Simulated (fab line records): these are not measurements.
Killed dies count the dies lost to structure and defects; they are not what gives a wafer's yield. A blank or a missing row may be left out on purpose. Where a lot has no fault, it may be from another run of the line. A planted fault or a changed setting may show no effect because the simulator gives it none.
Chamber matching | flow n5_finfet | N5_BEOL_M9_PECVD_70 on pecvd-03: 3 sister chambers
The step deposits SiO2 from TEOS/O2, target thk 20 nm, time 22.7 s. 20 wafers are shown with their chamber, then 10 later ones without.

## WAFERS WITH THEIR CHAMBER
wafer  | chamber | throttle_valve_pct (%) | showerhead_plenum_p_Torr (Torr) | heater_power_w (W)
L078.1 | 2       | 20.7                   | 8.75                            | 742
L078.5 | 2       | 20.5                   | 8.74                            | 748
L078.6 | 0       | 23.1                   | 8.90                            | 802
L080.2 | 0       | 22.8                   | 8.95                            | 784
L080.3 | 1       | 24.1                   | 8.89                            | 634
L080.6 | 1       | 24.1                   | 8.91                            | 640
L083.2 | 2       | 20.7                   | 8.74                            | 715
L083.3 | 1       | 24.1                   | 8.91                            | 628
L083.6 | 2       | 20.7                   | 8.74                            | 697
L085.2 | 2       | 20.9                   | 8.75                            | 642
L085.3 | 0       | 23.6                   | 8.92                            | 826
L085.4 | 2       | 20.7                   | 8.73                            | 657
L090.1 | 2       | 20.8                   | 8.76                            | 730
L090.5 | 2       | 21.1                   | 8.76                            | 747
L090.6 | 2       | 20.8                   | 8.74                            | 749
L089.1 | 1       | 24.1                   | 8.90                            | 695
L089.2 | 2       | 20.6                   | 8.76                            | 722
L089.3 | 1       | 23.8                   | 8.90                            | 716
L092.1 | 1       | 23.7                   | 8.91                            | 777
L092.2 | 0       | 23.3                   | 8.91                            | 829

SIGNATURES (averages over the wafers above)
reading                  | chamber 0 | chamber 1 | chamber 2 | scatter within a chamber
throttle_valve_pct       | 23.200    | 23.983    | 20.750    | 0.211
showerhead_plenum_p_Torr | 8.9200    | 8.9033    | 8.7470    | 0.0127
heater_power_w           | 810.25    | 681.67    | 714.90    | 43.4
Rule: distance of a wafer from a chamber = root of the sum over the readings of ((wafer's reading minus chamber's mean) / reading's scatter) squared. The wafer belongs to the nearest chamber; if the next one is less than 2 further off, it can't be placed. The scatter: take each reading less its chamber's mean, square it, sum over the shown wafers, divide by the number of wafers less the number of chambers, and take the root.

## WAFERS WITH NO CHAMBER GIVEN
wafer  | throttle_valve_pct (%) | showerhead_plenum_p_Torr (Torr) | heater_power_w (W)
L092.4 | 23.4                   | 8.92                            | 815
L091.1 | 24.2                   | 8.92                            | 725
L091.3 | 20.9                   | 8.73                            | 712
L091.6 | 20.5                   | 8.75                            | 705
L095.1 | 23.6                   | 8.92                            | 729
L095.2 | 20.9                   | 8.76                            | 639
L095.4 | 24.0                   | 8.92                            | 624
L097.1 | 23.7                   | 8.92                            | 825
L097.2 | 21.0                   | 8.76                            | 646
L097.6 | 20.9                   | 8.76                            | 618

## WHICH CHAMBER EACH ONE RAN IN
wafer  | from the rows above     | in truth
L092.4 | 0                       | 0
L091.1 | 1                       | 1
L091.3 | 2                       | 2
L091.6 | 2                       | 2
L095.1 | can't be placed: 1 or 0 | 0
L095.2 | 2                       | 2
L095.4 | 1                       | 1
L097.1 | can't be placed: 0 or 1 | 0
L097.2 | 2                       | 2
L097.6 | 2                       | 2
Correctly placed: 8 of 10. Cannot be placed on the basis of these rows: 2; the candidates contain the true chamber in 2. 0 placed wrongly.
